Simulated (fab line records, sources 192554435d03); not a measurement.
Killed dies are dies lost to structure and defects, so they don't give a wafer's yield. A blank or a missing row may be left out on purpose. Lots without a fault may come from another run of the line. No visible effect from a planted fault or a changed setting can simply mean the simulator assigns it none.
fab line records	flow n5_finfet
[record] lots = 24	wafers = 72	last_day = 18
route steps=1938 shown BEOL_M14@1732
lots with no fault: from the same line, run without faults
start_h: hours from the record's first day to the start of the lot's first wafer shown	wait_h: hours elapsed since this lot's preceding step	" as in the row above	L1.1+2: a single row standing in for several wafers	- no value, or no start was given	* or withheld: withheld	< > ~ a bound
route shown NAME@n: names a module that has steps shown in the file, with the first one's number in the route	usual: the fault-free wafers' mean and standard deviation	same: alike in all rows	chamber/n: place in a boat	sites: each site's reading	_std_site: how widely they spread, as a standard deviation	_edge_site: mean of outer sites minus mean of inner sites	radius_mm: for every site, how far away it sits from the centre of the wafer	mask NAME#n: copy n	behind: tool/chamber where the wafer was last shaped	hold: the reason the lot was held/the length of the hold in hours/how it ended	device: the n, p or np transistor that did not switch	end of line: at the end of the route, the tests of the same wafers	a step given without rows: its recipe and nothing more	killed: dies that structure and defects cost at the first sort, which is not the same as the wafer's yield	map: a wafer's dies, marking killed ones x, the rest . and places with no die _
set.NAME: the setting as run; set.NAME@STEP: as run at that earlier step	model.NAME: the simulator's own value behind a step, which no gauge read
steps of the route over a sample of lots; a table a step, a row a wafer
services: when a tool's chamber went out of use (start_h, in hours from the record's first day, below 0 if earlier), for how many hours, and the reason
[[steps]]
[step N5_BEOL_M14_STRIP_63]
[recipe] chemistry = O2	power_w = 600	temp_c = 60	pressure_mtorr = 30	rf_frequency_hz = 6e+07	bias_power_w = 0	overash_fraction = 0.3	o2_flow_sccm = 225
[usual] drypump_motor_current_A = 5.9/0.35	oes_product_au = 0.78/0.091	rf_vpp_V = 3.7/0.81	showerhead_plenum_p_Torr = 2.10/0.065	throttle_valve_pct = 16.65/0.17
lot.wafer	tool	chamber	start_h	wait_h	drypump_motor_current_A	oes_product_au	rf_hours_counter_h	rf_vpp_V	showerhead_plenum_p_Torr	throttle_valve_pct
L074.1	rie_diel-02	2	-	-	5.7	0.67	217	2.7	2.16	16.89
L074.2	"	3	"	"	6.3	0.68	218	3.6	2.10	16.62
L074.3	"	1	"	"	5.3	0.77	155	4.8	2.02	16.70
L075.1	rie_diel-04	0	-	-	5.9	0.84	46	3.8	2.04	16.42
L075.2	"	3	"	"	5.3	0.88	49	4.8	2.05	16.52
L075.6	"	3	"	"	5.3	0.87	-	3.8	2.05	16.50
L077.1	rie_diel-03	3	-	-	6.1	0.78	110	3.2	2.21	16.42
L077.4	"	2	"	"	6.0	0.71	213	3.9	2.17	16.64
L077.6	"	0	"	"	6.3	0.72	-	3.2	2.16	16.77
L076.1	rie_diel-02	3	-	-	6.3	0.67	221	2.5	2.09	16.61
L076.2	"	2	"	"	5.7	0.68	220	5.1	2.16	16.85
L076.6	"	3	"	"	6.3	0.68	-	5.1	2.10	16.64
L079.3	rie_diel-04	1	-	-	5.9	0.81	94	4.7	2.03	16.82
L079.5	"	3	"	"	5.3	0.86	-	1.9	2.05	16.52
L079.6	"	2	"	"	6.5	0.68	-	3.9	2.06	16.83
L078.2	rie_diel-02	1	-	-	5.3	0.76	163	4.5	2.01	16.71
L078.4	"	0	"	"	5.7	1.02	0	3.8	2.04	16.39
L078.5	"	2	"	"	5.7	0.67	-	2.8	2.16	16.88
L080.2	rie_diel-02	1	-	-	5.3	0.76	168	4.5	2.01	16.74
L080.3	"	3	"	"	6.3	0.68	231	2.6	2.09	16.63
L080.4	"	3	"	"	6.3	0.69	-	3.2	2.09	16.65
L081.1	rie_diel-03	1	-	-	6.1	0.83	56	2.7	2.15	16.67
L081.2	"	3	"	"	6.1	0.80	120	4.5	2.21	16.44
L081.6	"	3	"	"	6.1	0.80	-	3.2	2.21	16.47
L082.1	rie_diel-02	3	-	-	6.3	0.69	234	4.0	2.09	16.65
L082.3	"	2	"	"	5.7	0.67	229	4.9	2.16	16.89
L082.4	"	1	"	"	5.3	0.76	170	3.3	2.01	16.73
L084.3	rie_diel-04	0	-	-	6.0	0.83	57	4.2	2.04	16.45
L084.5	"	2	"	"	6.5	0.68	-	4.3	2.05	16.85
L084.6	"	3	"	"	5.3	0.88	-	3.0	2.04	16.55
L083.1	rie_diel-04	3	-	-	5.3	0.86	65	3.7	2.04	16.55
L083.2	"	2	"	"	6.5	0.68	233	4.9	2.05	16.83
L083.4	"	0	"	"	6.0	0.83	60	2.8	2.04	16.47
L086.1	rie_diel-03	0	-	-	6.3	0.70	223	2.7	2.16	16.84
L086.2	"	1	"	"	6.1	0.82	68	3.1	2.14	16.65
L086.3	"	2	"	"	6.0	0.70	234	4.1	2.16	16.69
L085.3	rie_diel-03	2	-	-	6.0	0.70	238	3.0	2.16	16.70
L085.4	"	1	"	"	6.1	0.81	72	4.3	2.14	16.66
L085.5	"	0	"	"	6.3	0.71	-	3.3	2.16	16.83
L087.2	rie_diel-02	0	-	-	5.7	0.94	22	3.8	2.04	16.44
L087.5	"	3	"	"	6.2	0.67	-	4.7	2.09	16.66
L087.6	"	0	"	"	5.7	0.95	-	2.8	2.04	16.46
L090.1	rie_diel-02	2	-	-	5.7	0.65	244	3.5	2.15	16.93
L090.3	"	1	"	"	5.3	0.73	190	4.0	2.00	16.77
L090.4	"	2	"	"	5.7	0.65	-	4.4	2.15	16.91
L089.2	rie_diel-03	1	-	-	6.1	0.80	80	3.9	2.14	16.68
L089.3	"	2	"	"	6.0	0.70	246	2.0	2.16	16.71
L089.4	"	1	"	"	6.1	0.80	-	3.3	2.14	16.69
L088.2	rie_diel-03	2	-	-	6.0	0.69	246	2.2	2.16	16.67
L088.3	"	0	"	"	6.3	0.70	234	3.3	2.15	16.86
L088.6	"	1	"	"	6.1	0.82	-	3.4	2.14	16.70
L092.2	rie_diel-02	0	-	-	5.7	0.90	36	3.7	2.03	16.50
L092.5	"	1	"	"	5.3	0.73	-	3.4	2.00	16.78
L092.6	"	3	"	"	6.2	0.98	-	3.5	2.08	16.17
L091.3	rie_diel-03	1	-	-	6.1	0.80	88	5.0	2.14	16.70
L091.4	"	0	"	"	6.3	0.70	-	3.3	2.15	16.88
L091.6	"	3	"	"	6.0	0.75	-	5.1	2.20	16.53
L094.2	rie_diel-02	3	-	-	6.3	0.95	8	3.8	2.08	16.21
L094.4	"	1	"	"	5.3	0.73	204	4.4	2.00	16.80
L094.6	"	0	"	"	5.7	0.90	-	5.1	2.03	16.54
L093.1	rie_diel-03	3	-	-	6.1	0.76	151	4.5	2.20	16.49
L093.2	"	0	"	"	6.3	0.69	247	3.7	2.15	16.87
L093.3	"	1	"	"	6.1	0.78	93	3.5	2.14	16.73
L095.3	rie_diel-03	0	-	-	6.3	0.69	248	3.1	2.15	16.87
L095.4	"	1	"	"	6.1	0.78	-	4.2	2.14	16.71
L095.6	"	3	"	"	6.0	0.75	-	4.3	2.20	16.51
L096.1	rie_diel-03	2	-	-	6.0	0.98	0	4.0	2.15	16.28
L096.2	"	1	"	"	6.1	0.78	96	3.3	2.14	16.71
L096.6	"	1	"	"	6.1	0.78	-	2.4	2.14	16.73
L097.1	rie_diel-04	0	-	-	6.0	0.80	94	3.5	2.02	16.50
L097.3	"	1	"	"	5.9	0.76	144	3.9	2.01	16.90
L097.6	"	0	"	"	5.9	0.78	-	4.5	2.02	16.50
[step N5_BEOL_M14_CD_MEAS_28]
[recipe] target_cd_nm = 284.4	landing_energy_ev = 500	detector = se_inlens
[usual] cd_nm = 283.8/1.3
lot.wafer	tool	chamber	start_h	wait_h	cd_nm
L074.1	cd_sem-03	0	271.20	-	282.8
L074.2	"	0	"	"	281.4
L074.3	"	0	"	"	283.8
L075.1	cd_sem-02	0	276.65	-	284.7
L075.2	"	0	"	"	283.2
L075.6	"	0	"	"	284.6
L077.1	cd_sem-02	0	277.21	-	282.9
L077.4	"	0	"	"	284.6
L077.6	"	0	"	"	284.4
L076.1	cd_sem-02	0	277.48	-	284.7
L076.2	"	0	"	"	285.4
L076.6	"	0	"	"	282.7
L079.3	cd_sem-01	0	286.17	-	285.1
L079.5	"	0	"	"	282.7
L079.6	"	0	"	"	284.3
L078.2	cd_sem-02	0	287.10	-	284.4
L078.4	"	0	"	"	282.4
L078.5	"	0	"	"	284.6
L080.2	cd_sem-03	0	298.68	-	282.3
L080.3	"	0	"	"	282.8
L080.4	"	0	"	"	281.7
L081.1	cd_sem-01	0	307.64	-	284.5
L081.2	"	0	"	"	283.2
L081.6	"	0	"	"	286.0
L082.1	cd_sem-03	0	307.80	-	282.3
L082.3	"	0	"	"	282.3
L082.4	"	0	"	"	282.7
L084.3	cd_sem-01	0	310.01	-	283.5
L084.5	"	0	"	"	283.4
L084.6	"	0	"	"	283.9
L083.1	cd_sem-02	0	324.07	-	284.6
L083.2	"	0	"	"	283.6
L083.4	"	0	"	"	287.0
L086.1	cd_sem-02	0	342.53	-	286.6
L086.2	"	0	"	"	284.4
L086.3	"	0	"	"	284.5
L085.3	cd_sem-01	0	353.21	-	285.8
L085.4	"	0	"	"	282.4
L085.5	"	0	"	"	281.9
L087.2	cd_sem-02	0	356.39	-	282.4
L087.5	"	0	"	"	284.2
L087.6	"	0	"	"	281.9
L090.1	cd_sem-01	0	367.14	-	282.8
L090.3	"	0	"	"	282.8
L090.4	"	0	"	"	281.3
L089.2	cd_sem-01	0	373.41	-	282.9
L089.3	"	0	"	"	282.2
L089.4	"	0	"	"	285.1
L088.2	cd_sem-03	0	373.87	-	281.2
L088.3	"	0	"	"	283.3
L088.6	"	0	"	"	282.5
L092.2	cd_sem-02	0	385.72	-	281.8
L092.5	"	0	"	"	283.0
L092.6	"	0	"	"	283.4
L091.3	cd_sem-01	0	390.78	-	283.3
L091.4	"	0	"	"	286.0
L091.6	"	0	"	"	286.2
L094.2	cd_sem-03	0	396.98	-	284.1
L094.4	"	0	"	"	283.4
L094.6	"	0	"	"	283.9
L093.1	cd_sem-02	0	400.11	-	284.4
L093.2	"	0	"	"	284.8
L093.3	"	0	"	"	284.7
L095.3	cd_sem-02	0	400.78	-	285.2
L095.4	"	0	"	"	283.1
L095.6	"	0	"	"	284.1
L096.1	cd_sem-01	0	405.38	-	283.8
L096.2	"	0	"	"	285.3
L096.6	"	0	"	"	286.0
L097.1	cd_sem-03	0	414.63	-	282.9
L097.3	"	0	"	"	283.0
L097.6	"	0	"	"	285.5
[step N5_BEOL_M14_TRENCH_ETCH_34]
[recipe] chemistry = C4F8/O2/Ar	target = SiO2	target_depth_a = 5566.5	mask_material = SOC	he_inner_torr = 15	he_outer_torr = 30	time_s = 126.9	ion_energy_ev = 800	pressure_mtorr = 20	source_w = 1905	bias_w = 2040	Ar_flow_sccm = 400	C4F8_flow_sccm = 16	O2_flow_sccm = 12
[usual] C4F8_flow_sccm = 15.99/0.053	drypump_motor_current_A = 6.0/0.35	oes_product_au = 0.77/0.072	rf_vpp_V = 2214/46	showerhead_plenum_p_Torr = 3.43/0.11	throttle_valve_pct = 30.85/0.25
lot.wafer	tool	chamber	start_h	wait_h	C4F8_flow_sccm	drypump_motor_current_A	oes_product_au	rf_hours_counter_h	rf_vpp_V	showerhead_plenum_p_Torr	throttle_valve_pct
L074.1	rie_diel-04	1	271.74	0.0	16.01	5.9	0.81	90	2172	3.32	30.89
L074.2	"	0	"	"	16.01	6.0	0.86	44	2251	3.33	30.48
L074.3	"	2	"	"	16.03	6.5	0.70	216	2248	3.44	31.38
L075.1	rie_diel-02	2	277.61	0.0	16.03	5.7	0.68	220	2171	3.54	31.12
L075.2	"	1	"	"	15.92	5.3	0.77	158	2236	3.28	30.70
L075.6	"	2	"	"	16.04	5.7	0.68	-	2173	3.54	31.14
L077.1	rie_diel-03	3	277.75	0.0	15.97	6.1	0.80	111	2144	3.61	30.62
L077.4	"	1	"	"	16.09	6.1	0.83	48	2227	3.51	31.08
L077.6	"	2	"	"	15.99	6.0	0.70	-	2311	3.54	30.67
L076.1	rie_diel-02	1	278.19	0.0	16.04	5.3	0.77	159	2235	3.28	30.71
L076.2	"	2	"	"	15.94	5.7	0.68	221	2174	3.54	31.13
L076.6	"	2	"	"	15.89	5.7	0.68	-	2174	3.53	31.14
L079.3	rie_diel-03	1	286.73	0.0	16.01	6.1	0.83	50	2227	3.51	31.09
L079.5	"	3	"	"	15.95	6.1	0.80	-	2145	3.60	30.66
L079.6	"	2	"	"	16.02	6.0	0.71	-	2310	3.54	30.67
L078.2	rie_diel-03	1	287.64	0.0	16.06	6.1	0.83	51	2228	3.51	31.06
L078.4	"	3	"	"	15.90	6.1	0.80	114	2145	3.60	30.63
L078.5	"	3	"	"	15.93	6.1	0.80	-	2144	3.60	30.62
L080.2	rie_diel-02	3	299.22	0.0	15.94	6.3	0.70	232	2197	3.39	30.58
L080.3	"	0	"	"	16.04	5.8	0.98	6	2262	3.39	30.94
L080.4	"	0	"	"	16.04	5.8	0.97	-	2263	3.39	30.94
L081.1	rie_diel-04	1	308.31	0.0	15.97	5.9	0.80	101	2171	3.31	30.90
L081.2	"	3	"	"	16.10	5.3	0.85	61	2233	3.33	30.76
L081.6	"	1	"	"	15.94	5.9	0.80	-	2172	3.31	30.91
L082.1	rie_diel-03	3	308.35	0.0	16.01	6.1	0.79	121	2145	3.60	30.62
L082.3	"	0	"	"	15.97	6.3	0.72	212	2176	3.54	31.04
L082.4	"	1	"	"	15.95	6.1	0.82	57	2227	3.51	31.08
L084.3	rie_diel-03	3	310.55	0.0	15.97	6.1	0.78	122	2145	3.60	30.63
L084.5	"	1	"	"	16.01	6.1	0.81	-	2227	3.50	31.08
L084.6	"	0	"	"	15.99	6.3	0.72	-	2176	3.54	31.03
L083.1	rie_diel-04	0	324.62	0.0	15.98	5.9	0.84	60	2248	3.33	30.48
L083.2	"	1	"	"	15.82	5.9	0.79	106	2172	3.31	30.91
L083.4	"	3	"	"	15.98	5.3	0.84	65	2230	3.33	30.74
L086.1	rie_diel-02	1	343.08	0.0	15.97	5.3	0.75	182	2234	3.27	30.71
L086.2	"	0	"	"	15.97	5.8	0.94	18	2262	3.38	30.95
L086.3	"	2	"	"	16.00	5.7	0.66	238	2172	3.53	31.15
L085.3	rie_diel-04	2	353.77	0.0	15.97	6.5	0.68	244	2246	3.42	31.42
L085.4	"	0	"	"	15.92	6.0	0.83	69	2249	3.32	30.49
L085.5	"	3	"	"	16.04	5.3	0.84	-	2231	3.33	30.77
L087.2	rie_diel-04	0	356.93	0.0	15.95	6.0	0.83	71	2250	3.32	30.49
L087.5	"	3	"	"	15.96	5.3	0.83	-	2231	3.33	30.76
L087.6	"	0	"	"	16.04	6.0	0.82	-	2248	3.32	30.49
L090.1	rie_diel-03	3	367.69	0.0	16.01	6.1	0.78	141	2145	3.59	30.63
L090.3	"	2	"	"	15.99	6.0	0.68	244	2311	3.52	30.70
L090.4	"	0	"	"	15.93	6.3	0.71	233	2175	3.53	31.06
L089.2	rie_diel-03	1	373.95	0.0	15.97	6.1	0.79	80	2227	3.49	31.10
L089.3	"	2	"	"	16.03	6.0	0.68	247	2310	3.52	30.69
L089.4	"	2	"	"	16.00	6.0	0.68	-	2309	3.52	30.69
L088.2	rie_diel-03	0	374.67	0.0	16.01	6.3	0.71	236	2174	3.53	31.05
L088.3	"	2	"	"	16.03	6.0	0.67	247	2309	3.52	30.68
L088.6	"	0	"	"	15.95	6.3	0.71	-	2175	3.53	31.06
L092.2	rie_diel-04	1	386.32	0.0	15.99	5.9	0.77	132	2170	3.30	30.92
L092.5	"	3	"	"	15.96	5.3	0.81	-	2231	3.32	30.76
L092.6	"	1	"	"	16.00	5.9	0.77	-	2170	3.30	30.92
L091.3	rie_diel-04	3	391.49	0.0	16.14	5.3	0.81	91	2230	3.32	30.75
L091.4	"	1	"	"	16.01	5.9	0.77	-	2169	3.30	30.94
L091.6	"	3	"	"	16.06	5.3	0.81	-	2230	3.32	30.78
L094.2	rie_diel-03	0	397.52	0.0	16.07	6.3	0.71	247	2175	3.52	31.08
L094.4	"	1	"	"	16.05	6.1	0.78	-	2225	3.49	31.10
L094.6	"	0	"	"	16.04	6.3	0.70	-	2174	3.52	31.04
L093.1	rie_diel-03	0	400.74	0.0	16.05	6.3	0.71	248	2173	3.52	31.07
L093.2	"	3	"	"	16.04	6.1	0.76	152	2145	3.58	30.66
L093.3	"	1	"	"	15.94	6.1	0.78	94	2225	3.49	31.11
L095.3	rie_diel-04	0	401.70	0.0	16.06	6.0	0.79	89	2248	3.31	30.50
L095.4	"	2	"	"	16.06	6.5	0.97	1	2246	3.42	31.06
L095.6	"	0	"	"	16.10	6.0	0.79	-	2247	3.31	30.52
L096.1	rie_diel-04	1	405.92	0.0	15.98	5.9	0.77	141	2170	3.29	30.95
L096.2	"	2	"	"	15.92	6.5	0.95	2	2248	3.42	31.06
L096.6	"	0	"	"	15.98	5.9	0.79	-	2247	3.31	30.51
L097.1	rie_diel-02	2	415.18	0.0	15.97	5.7	0.93	8	2172	3.52	30.84
L097.3	"	3	"	"	16.04	6.3	0.96	15	2194	3.37	30.34
L097.6	"	3	"	"	16.04	6.3	0.96	-	2194	3.37	30.32
[step N5_BEOL_M14_PRE_CLEAN_42]
[recipe] gas = H2/He	time_s = 30	temp_c = 300
[usual] heater_power_w = 497/66
lot.wafer	tool	chamber	start_h	wait_h	heater_power_w
L074.1	pvd_sputter-01	-	274.40	0.0	479
L074.2	"	-	"	"	421
L074.3	"	-	"	"	414
L075.1	pvd_sputter-03	-	280.73	0.0	504
L075.2	"	-	"	"	572
L075.6	"	-	"	"	496
L077.1	pvd_sputter-01	-	280.75	0.0	532
L077.4	"	-	"	"	404
L077.6	"	-	"	"	401
L076.1	pvd_sputter-01	-	281.23	0.0	411
L076.2	"	-	"	"	485
L076.6	"	-	"	"	542
L079.3	pvd_sputter-02	-	288.92	0.0	512
L079.5	"	-	"	"	407
L079.6	"	-	"	"	513
L078.2	pvd_sputter-01	-	288.93	0.0	497
L078.4	"	-	"	"	418
L078.5	"	-	"	"	480
L080.2	pvd_sputter-03	-	303.95	0.0	494
L080.3	"	-	"	"	572
L080.4	"	-	"	"	626
L081.1	pvd_sputter-02	-	309.28	0.0	505
L081.2	"	-	"	"	410
L081.6	"	-	"	"	588
L082.1	pvd_sputter-02	-	313.52	0.0	611
L082.3	"	-	"	"	508
L082.4	"	-	"	"	415
L084.3	pvd_sputter-03	-	313.52	0.0	502
L084.5	"	-	"	"	485
L084.6	"	-	"	"	501
L083.1	pvd_sputter-03	-	326.59	0.0	608
L083.2	"	-	"	"	504
L083.4	"	-	"	"	505
L086.1	pvd_sputter-01	-	344.92	0.0	532
L086.2	"	-	"	"	404
L086.3	"	-	"	"	477
L085.3	pvd_sputter-02	-	357.48	0.0	631
L085.4	"	-	"	"	416
L085.5	"	-	"	"	418
L087.2	pvd_sputter-01	-	357.99	0.0	544
L087.5	"	-	"	"	479
L087.6	"	-	"	"	424
L090.1	pvd_sputter-01	-	370.22	0.0	421
L090.3	"	-	"	"	404
L090.4	"	-	"	"	493
L089.2	pvd_sputter-02	-	376.37	0.0	500
L089.3	"	-	"	"	494
L089.4	"	-	"	"	418
L088.2	pvd_sputter-02	-	377.41	0.0	492
L088.3	"	-	"	"	409
L088.6	"	-	"	"	495
L092.2	pvd_sputter-01	-	387.37	0.0	490
L092.5	"	-	"	"	415
L092.6	"	-	"	"	530
L091.3	pvd_sputter-01	-	392.69	0.0	487
L091.4	"	-	"	"	529
L091.6	"	-	"	"	487
L094.2	pvd_sputter-01	-	402.26	0.0	415
L094.4	"	-	"	"	497
L094.6	"	-	"	"	416
L093.1	pvd_sputter-03	-	402.27	0.0	625
L093.2	"	-	"	"	489
L093.3	"	-	"	"	507
L095.3	pvd_sputter-03	-	402.75	0.0	642
L095.4	"	-	"	"	566
L095.6	"	-	"	"	577
L096.1	pvd_sputter-02	-	409.92	0.0	621
L096.2	"	-	"	"	416
L096.6	"	-	"	"	421
L097.1	pvd_sputter-03	-	416.38	0.0	497
L097.3	"	-	"	"	506
L097.6	"	-	"	"	569
[step N5_BEOL_M14_SPUTTER_45]
[recipe] material = Cu	target_thk_a = 1000	temp_c = -20	bias_v = 60	power_w = 26000	chamber_pressure_pa = 0.13	time_s = 16.67
[usual] throttle_valve_pct = 30.1/1
lot.wafer	tool	chamber	start_h	wait_h	throttle_valve_pct
L074.1	pvd_sputter-01	-	274.60	0.0	31.4
L074.2	"	-	"	"	29.8
L074.3	"	-	"	"	28.8
L075.1	pvd_sputter-03	-	280.93	0.0	29.2
L075.2	"	-	"	"	31.2
L075.6	"	-	"	"	32.0
L077.1	pvd_sputter-01	-	280.95	0.0	29.6
L077.4	"	-	"	"	28.9
L077.6	"	-	"	"	28.9
L076.1	pvd_sputter-01	-	281.43	0.0	28.6
L076.2	"	-	"	"	31.3
L076.6	"	-	"	"	29.6
L079.3	pvd_sputter-02	-	289.12	0.0	29.8
L079.5	"	-	"	"	31.3
L079.6	"	-	"	"	28.9
L078.2	pvd_sputter-01	-	289.13	0.0	31.0
L078.4	"	-	"	"	30.1
L078.5	"	-	"	"	31.2
L080.2	pvd_sputter-03	-	304.15	0.0	32.0
L080.3	"	-	"	"	31.2
L080.4	"	-	"	"	29.8
L081.1	pvd_sputter-02	-	309.48	0.0	29.5
L081.2	"	-	"	"	31.5
L081.6	"	-	"	"	29.9
L082.1	pvd_sputter-02	-	313.72	0.0	29.9
L082.3	"	-	"	"	29.8
L082.4	"	-	"	"	31.2
L084.3	pvd_sputter-03	-	313.72	0.0	29.1
L084.5	"	-	"	"	31.9
L084.6	"	-	"	"	29.1
L083.1	pvd_sputter-03	-	326.79	0.0	29.5
L083.2	"	-	"	"	29.2
L083.4	"	-	"	"	29.3
L086.1	pvd_sputter-01	-	345.12	0.0	29.7
L086.2	"	-	"	"	28.8
L086.3	"	-	"	"	30.8
L085.3	pvd_sputter-02	-	357.68	0.0	29.9
L085.4	"	-	"	"	31.4
L085.5	"	-	"	"	31.3
L087.2	pvd_sputter-01	-	358.19	0.0	29.4
L087.5	"	-	"	"	31.0
L087.6	"	-	"	"	29.8
L090.1	pvd_sputter-01	-	370.42	0.0	29.7
L090.3	"	-	"	"	28.7
L090.4	"	-	"	"	31.1
L089.2	pvd_sputter-02	-	376.57	0.0	28.8
L089.3	"	-	"	"	29.8
L089.4	"	-	"	"	31.3
L088.2	pvd_sputter-02	-	377.61	0.0	28.9
L088.3	"	-	"	"	30.9
L088.6	"	-	"	"	29.8
L092.2	pvd_sputter-01	-	387.57	0.0	31.2
L092.5	"	-	"	"	28.8
L092.6	"	-	"	"	29.3
L091.3	pvd_sputter-01	-	392.89	0.0	31.1
L091.4	"	-	"	"	29.5
L091.6	"	-	"	"	31.3
L094.2	pvd_sputter-01	-	402.46	0.0	29.9
L094.4	"	-	"	"	30.8
L094.6	"	-	"	"	29.7
L093.1	pvd_sputter-03	-	402.47	0.0	29.6
L093.2	"	-	"	"	32.0
L093.3	"	-	"	"	29.0
L095.3	pvd_sputter-03	-	402.95	0.0	30.0
L095.4	"	-	"	"	31.2
L095.6	"	-	"	"	30.9
L096.1	pvd_sputter-02	-	410.12	0.0	30.3
L096.2	"	-	"	"	31.3
L096.6	"	-	"	"	31.7
L097.1	pvd_sputter-03	-	416.58	0.0	31.9
L097.3	"	-	"	"	29.1
L097.6	"	-	"	"	31.1
[step N5_BEOL_M14_INSPECT_55]
[recipe] inspect_instrument = darkfield	mode = post_dep
[usual] raw_defect_count = 67/21
lot.wafer	tool	chamber	start_h	wait_h	raw_defect_count
L074.1	defect_inspect-02	-	275.82	0.0	106
L074.2	"	-	"	"	91
L074.3	"	-	"	"	119
L075.1	defect_inspect-02	-	281.98	0.0	48
L075.2	"	-	"	"	47
L075.6	"	-	"	"	62
L077.1	defect_inspect-01	-	282.00	0.0	52
L077.4	"	-	"	"	48
L077.6	"	-	"	"	50
L076.1	defect_inspect-01	-	282.49	0.0	49
L076.2	"	-	"	"	56
L076.6	"	-	"	"	48
L079.3	defect_inspect-02	-	290.18	0.0	50
L079.5	"	-	"	"	101
L079.6	"	-	"	"	84
L078.2	defect_inspect-01	-	290.18	0.0	65
L078.4	"	-	"	"	86
L078.5	"	-	"	"	56
L080.2	defect_inspect-01	-	305.45	0.0	72
L080.3	"	-	"	"	35
L080.4	"	-	"	"	48
L081.1	defect_inspect-01	-	310.53	0.0	66
L081.2	"	-	"	"	38
L081.6	"	-	"	"	84
L082.1	defect_inspect-01	-	314.77	0.0	46
L082.3	"	-	"	"	55
L082.4	"	-	"	"	47
L084.3	defect_inspect-02	-	314.77	0.0	89
L084.5	"	-	"	"	64
L084.6	"	-	"	"	78
L083.1	defect_inspect-02	-	327.84	0.0	78
L083.2	"	-	"	"	89
L083.4	"	-	"	"	99
L086.1	defect_inspect-02	-	346.25	0.0	57
L086.2	"	-	"	"	82
L086.3	"	-	"	"	113
L085.3	defect_inspect-01	-	359.18	0.0	36
L085.4	"	-	"	"	15
L085.5	"	-	"	"	36
L087.2	defect_inspect-02	-	359.94	0.0	73
L087.5	"	-	"	"	85
L087.6	"	-	"	"	107
L090.1	defect_inspect-02	-	371.48	0.0	48
L090.3	"	-	"	"	87
L090.4	"	-	"	"	120
L089.2	defect_inspect-02	-	377.63	0.0	35
L089.3	"	-	"	"	66
L089.4	"	-	"	"	50
L088.2	defect_inspect-02	-	379.00	0.0	57
L088.3	"	-	"	"	66
L088.6	"	-	"	"	79
L092.2	defect_inspect-02	-	388.76	0.0	47
L092.5	"	-	"	"	89
L092.6	"	-	"	"	78
L091.3	defect_inspect-01	-	393.98	0.0	67
L091.4	"	-	"	"	121
L091.6	"	-	"	"	64
L093.1	defect_inspect-02	-	403.52	0.0	83
L093.2	"	-	"	"	109
L093.3	"	-	"	"	77
L094.2	defect_inspect-01	-	403.54	0.0	48
L094.4	"	-	"	"	65
L094.6	"	-	"	"	69
L095.3	defect_inspect-02	-	404.11	0.0	64
L095.4	"	-	"	"	60
L095.6	"	-	"	"	65
L096.1	defect_inspect-01	-	411.71	0.0	62
L096.2	"	-	"	"	90
L096.6	"	-	"	"	62
L097.1	defect_inspect-02	-	417.73	0.0	64
L097.3	"	-	"	"	73
L097.6	"	-	"	"	52
[[services]]
tool	chamber	start_h	hours	kind
rie_diel-04	2	258.80	4.2	repair
pvd_sputter-01	-	259.00	8.8	repair
rie_diel-02	0	264.33	-	clean
rie_diel-02	0	264.33	-	consumable_replace:focus_ring
rie_diel-02	0	264.33	21.2	scheduled_down
rie_diel-02	0	264.33	21.2	vent_cycle
rie_diel-03	-	288.99	0.2	repair
rie_diel-02	2	291.05	9.1	repair
rie_diel-02	3	362.30	-	clean
rie_diel-02	3	362.30	-	consumable_replace:focus_ring
rie_diel-02	3	362.30	17.7	scheduled_down
rie_diel-02	3	362.30	17.7	vent_cycle
rie_diel-02	1	367.12	2.1	repair
rie_diel-04	0	376.40	4.5	repair
rie_diel-04	3	377.95	3.6	repair
rie_diel-03	2	380.49	-	clean
rie_diel-03	2	380.49	-	consumable_replace:focus_ring
rie_diel-03	2	380.49	22.4	scheduled_down
rie_diel-03	2	380.49	22.4	vent_cycle
pvd_sputter-01	-	400.96	0.5	repair
rie_diel-03	0	404.45	-	clean
rie_diel-03	0	404.45	-	consumable_replace:focus_ring
rie_diel-03	0	404.45	15.8	scheduled_down
rie_diel-03	0	404.45	15.8	vent_cycle
[[key]]
fault none
